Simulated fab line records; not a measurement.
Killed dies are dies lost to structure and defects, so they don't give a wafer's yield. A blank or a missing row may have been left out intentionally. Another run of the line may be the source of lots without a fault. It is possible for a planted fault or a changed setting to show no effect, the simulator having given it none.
Which tool did it? :: flow nand harc :: 36 wafers from 12 lots sampled at 2 of the route's 1302 steps

== WHAT THE GAUGES SHOWED, per wafer ==
NHARC_A_BLC_CD_MEAS_10 targets a cd of 100 nm.
lot: L075
measured: day 22 21:01
on: cd sem-03
cd nm (nm): 100.0 99.5 99.3

lot: L076
measured: day 23 23:23
on: cd sem-02
cd nm (nm): 99.9 99.9 99.9

lot: L077
measured: day 24 08:19
on: cd sem-02
cd nm (nm): 99.9 100.3 100.2

lot: L080
measured: day 25 02:58
on: cd sem-02
cd nm (nm): 101.5 102.2 101.1

lot: L082
measured: day 26 03:29
on: cd sem-03
cd nm (nm): 100.6 101.0 100.2

lot: L085
measured: day 27 15:38
on: cd sem-01
cd nm (nm): 99.0 99.8 100.6

lot: L087
measured: day 28 05:51
on: cd sem-01
cd nm (nm): 99.8 100.4 100.1

lot: L089
measured: day 28 11:29
on: cd sem-01
cd nm (nm): 100.4 100.3 100.6

lot: L091
measured: day 29 03:43
on: cd sem-03
cd nm (nm): 100.0 98.5 99.6

lot: L092
measured: day 29 21:50
on: cd sem-01
cd nm (nm): 99.8 100.3 98.8

lot: L094
measured: day 30 18:31
on: cd sem-03
cd nm (nm): 100.4 99.8 100.0

lot: L097
measured: day 32 01:57
on: cd sem-01
cd nm (nm): 101.2 100.6 101.6

== WHAT TOOL EACH LOT RAN ON (gives the tool, then ch and the chambers of the sampled wafers, and finally the start) ==
lot: L075
NHARC_A_CONTACT_ETCH_92: rie diel-05 ch 0,1,2, day 22 17:52

lot: L076
NHARC_A_CONTACT_ETCH_92: rie diel-06 ch 0,1, day 23 20:16

lot: L077
NHARC_A_CONTACT_ETCH_92: rie diel-05 ch 0,2,3, day 24 05:02

lot: L080
NHARC_A_CONTACT_ETCH_92: rie diel-05 ch 0,2, day 24 23:55

lot: L082
NHARC_A_CONTACT_ETCH_92: rie diel-05 ch 0,1,3, day 26 00:29

lot: L085
NHARC_A_CONTACT_ETCH_92: rie diel-05 ch 1,2, day 27 12:10

lot: L087
NHARC_A_CONTACT_ETCH_92: rie diel-10 ch 0,1,2, day 28 02:50

lot: L089
NHARC_A_CONTACT_ETCH_92: rie diel-10 ch 0,1,3, day 28 08:28

lot: L091
NHARC_A_CONTACT_ETCH_92: rie diel-05 ch 0,1,3, day 29 00:28

lot: L092
NHARC_A_CONTACT_ETCH_92: rie diel-10 ch 1,2,3, day 29 18:44

lot: L094
NHARC_A_CONTACT_ETCH_92: rie diel-05 ch 1,2, day 30 15:27

lot: L097
NHARC_A_CONTACT_ETCH_92: rie diel-10 ch 1,2, day 31 22:44
- NHARC_A_CONTACT_ETCH_92: etches the open film in CH3F/O2, target depth 40 nm, time 85.7 s.

== THE ANSWER, worked out from the rows above alone ==
Rule: usual is defined by the lots themselves. The widest of any qualifying gaps counts: lots, ordered by their means at a reading, are off when they make up no more than a third of the lots, leave a main group of 4 or more, and stand apart from it by 3 or more times the standard deviation of that group's means. A main group is skipped when, at the precision printed for the reading in the tables above, its means are all equal. A lot without any number at a reading at which 4 lots or more have one is off too. Where the step has rows for the other lots, those lots are counted as sound.
None of the lots is off at any reading shown; this tells nothing.

== WHAT HAD BEEN PUT IN BY THE SIMULATOR ==
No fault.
